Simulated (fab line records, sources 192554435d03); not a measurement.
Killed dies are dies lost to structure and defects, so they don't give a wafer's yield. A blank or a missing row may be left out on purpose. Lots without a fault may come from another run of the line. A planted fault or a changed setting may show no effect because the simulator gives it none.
Split-lot experiment | flow n5_finfet | 7 lots, 21 wafers read, on a route of 1938 steps

THE SPLIT
At N5_FIN_CUT_COAT_19 (time 60 s, resist thk 20 nm), the setting spin_rpm was moved away from the recipe's 1500 rpm on 4 of the 21 wafers read, by -8.1% to +5.0%. The other wafers ran this setting at the recipe's value.

FROM THE SPLIT TO THE READING: what the file shows between them, 5 steps
- N5_FIN_CUT_COAT_29: time 60 s, resist thk 10 nm
- N5_FIN_CUT_COAT_02: resist thk 30 nm
- N5_FIN_CUT_DESCUM_13: chemistry O2, time 7 s
- N5_FIN_CUT_ETCH_30: etches underlayer in N2/H2, target depth 13 nm, time 10.4 s
- N5_FIN_CUT_ETCH_20: etches SiARC in CF4, target depth 26 nm, time 43.3 s

THE READING
SiARC_of_FIN_CUT_COAT_19.thk_nm (the simulator's own value, which no gauge read), in nm, at N5_FIN_CUT_ETCH_21 (etches SOC in N2/H2, target depth 219 nm, overetch 43.8 nm, time 523.5 s). The file gives no usual value for it. The 17 wafers here that ran the recipe average 11.9 nm, standard deviation 0.12 nm.

wafer  | tool, chamber at the split | spin_rpm as run, rpm | against the recipe | SiARC_of_FIN_CUT_COAT_19.thk_nm, nm | against lot-mates on the recipe
L079.2 | litho_track-02, 0          | 1500                 | recipe             | 11.6                                | -
L079.5 | litho_track-02, 0          | 1500                 | recipe             | 12                                  | -
L079.6 | litho_track-02, 0          | 1500                 | recipe             | 11.8                                | -
L080.1 | litho_track-01, 0          | 1500                 | recipe             | 11.8                                | -
L080.6 | litho_track-01, 0          | 1500                 | recipe             | 11.8                                | -
L080.5 | litho_track-01, 0          | 1500                 | recipe             | 12                                  | -
L083.1 | litho_track-02, 0          | 1500                 | recipe             | 12                                  | -
L083.2 | litho_track-02, 0          | 1500                 | recipe             | 12                                  | -
L083.4 | litho_track-02, 0          | 1379                 | -8.1%              | 12.6                                | +0.6
L088.2 | litho_track-04, 0          | 1500                 | recipe             | 11.8                                | -
L088.3 | litho_track-04, 0          | 1575                 | +5.0%              | 11.6                                | -0.3
L088.5 | litho_track-04, 0          | 1500                 | recipe             | 12                                  | -
L092.2 | litho_track-02, 0          | 1500                 | recipe             | 12                                  | -
L092.5 | litho_track-02, 0          | 1500                 | recipe             | 12                                  | -
L092.6 | litho_track-02, 0          | 1500                 | recipe             | 12                                  | -
L095.1 | litho_track-02, 0          | 1500                 | recipe             | 12                                  | -
L095.3 | litho_track-02, 0          | 1500                 | recipe             | 11.8                                | -
L095.6 | litho_track-02, 0          | 1500                 | recipe             | 11.8                                | -
L097.2 | litho_track-02, 0          | 1419                 | -5.4%              | 12.6                                | +0.6
L097.6 | litho_track-02, 0          | 1419                 | -5.4%              | 12.6                                | +0.6
L097.3 | litho_track-02, 0          | 1500                 | recipe             | 12                                  | -

THE FIT
A straight line over all 21 wafers: SiARC_of_FIN_CUT_COAT_19.thk_nm changes by -0.0966 nm for each +1% of spin_rpm; r = -0.89; the points scatter about the line by 0.13 nm.
The same after taking each lot's own level away (the mean of its wafers on the recipe; 21 wafers): -0.085 nm for each +1%; r = -0.91; scatter 0.11 nm.
On that fit, the largest move of spin_rpm shifts the reading by 0.69 nm.
The lots' own levels span 11.80 to 12.00 nm, that is 1.7 times the standard deviation above.
So the lot-to-lot level changes the slope: the two fits differ.
Check: with one of the wafers moved furthest among these (-8.1%) left out of the fit, the line predicts +0.78 nm for it against its lot-mates. It came out at +0.6 nm against them.

OTHER SPLITS ON THESE WAFERS
These wafers also went through other splits before the reading. Each is held against what the fit with the lots' levels taken away leaves over:
other split on the same wafers | wafers away from the commonest value | r with SiARC_of_FIN_CUT_COAT_19.thk_nm (lot level and that fit taken away)
N5_WELL_APT_COAT_19 spin_rpm   | 6                                    | +0.34
N5_WELL_APT_PEB_23 peb_time_s  | 9                                    | +0.16
N5_FIN_SAQP_PECVD_48 time_s    | 7                                    | -0.41
N5_FIN_SAQP_HM_DEP_72 time_s   | 9                                    | -0.25
N5_FIN_SAQP_FIN_ETCH_36 icp_w  | 8                                    | +0.09

THE WHOLE CHAIN: every reading that the file lists as answering this split, in the file's order
step               | what it does                                                             | reading                                                                          | change (the file's fit)                | r (the file's)
N5_FIN_CUT_COAT_19 | time 60 s, resist thk 20 nm                                              | SiARC_of_FIN_CUT_COAT_19.thk_nm (the simulator's own value, which no gauge read) | -0.116 nm for each +1% of the setting  | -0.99
N5_FIN_CUT_ETCH_20 | etches SiARC in CF4, target depth 26 nm, time 43.3 s                     | etch.depth_nm (the simulator's own value, which no gauge read)                   | -0.102 nm for each +1% of the setting  | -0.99
N5_FIN_CUT_ETCH_21 | etches SOC in N2/H2, target depth 219 nm, overetch 43.8 nm, time 523.5 s | SiARC_of_FIN_CUT_COAT_19.thk_nm (the simulator's own value, which no gauge read) | -0.0803 nm for each +1% of the setting | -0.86

THE FILE'S OWN FIT
SiARC_of_FIN_CUT_COAT_19.thk_nm changes by -0.0803 nm for each +1% of spin_rpm, r = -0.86.
